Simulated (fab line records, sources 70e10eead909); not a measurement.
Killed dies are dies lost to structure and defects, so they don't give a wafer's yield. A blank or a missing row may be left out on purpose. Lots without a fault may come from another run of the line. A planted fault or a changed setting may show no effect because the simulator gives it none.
Chamber matching | flow nand_harc | NHARC_A_CHANNEL_FILL_D1_ALD_25 on ald_hk-04: 4 sister chambers
The step deposits SiOx, target thk 60 nm, pulse time 10 s, ald cycles 600. 4 wafers are shown with their chamber, then 7 later ones without.

WAFERS WITH THEIR CHAMBER
wafer  | chamber | heater_power_w (W)
L084.2 | 2       | 499
L084.5 | 3       | 427
L087.1 | 1       | 500
L087.2 | 0       | 478

WAFERS WITHOUT THEIR CHAMBER
wafer  | heater_power_w (W)
L087.3 | 426
L087.4 | 493
L087.6 | 505
L087.5 | 505
L092.1 | 487
L092.2 | 471
L092.3 | 496

WHICH CHAMBER EACH WENT THROUGH
wafer  | from the rows above          | in truth
L087.3 | 3                            | 3
L087.4 | can't be placed: 2 or 1 or 0 | 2
L087.6 | can't be placed: 1 or 2      | 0
L087.5 | can't be placed: 1 or 2      | 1
L092.1 | can't be placed: 0 or 2 or 1 | 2
L092.2 | 0                            | 0
L092.3 | can't be placed: 2 or 1      | 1
Placed correctly: 2 of 7. Can't be placed from these rows: 5 (the true chamber is among the candidates in 4). Placed wrongly: 0.
How it was worked out, from the rows above alone: a wafer's distance from a chamber is the root of the sum, over the readings, of the square of ((its reading less the chamber's mean) divided by the reading's scatter). The wafer belongs to the nearest chamber; if the next one is less than 2 further off, it can't be placed. A chamber's mean is the mean of its shown wafers. The scatter: with one shown wafer a chamber, the root of the mean of the squares of how far each hidden wafer lies from its nearest shown one.
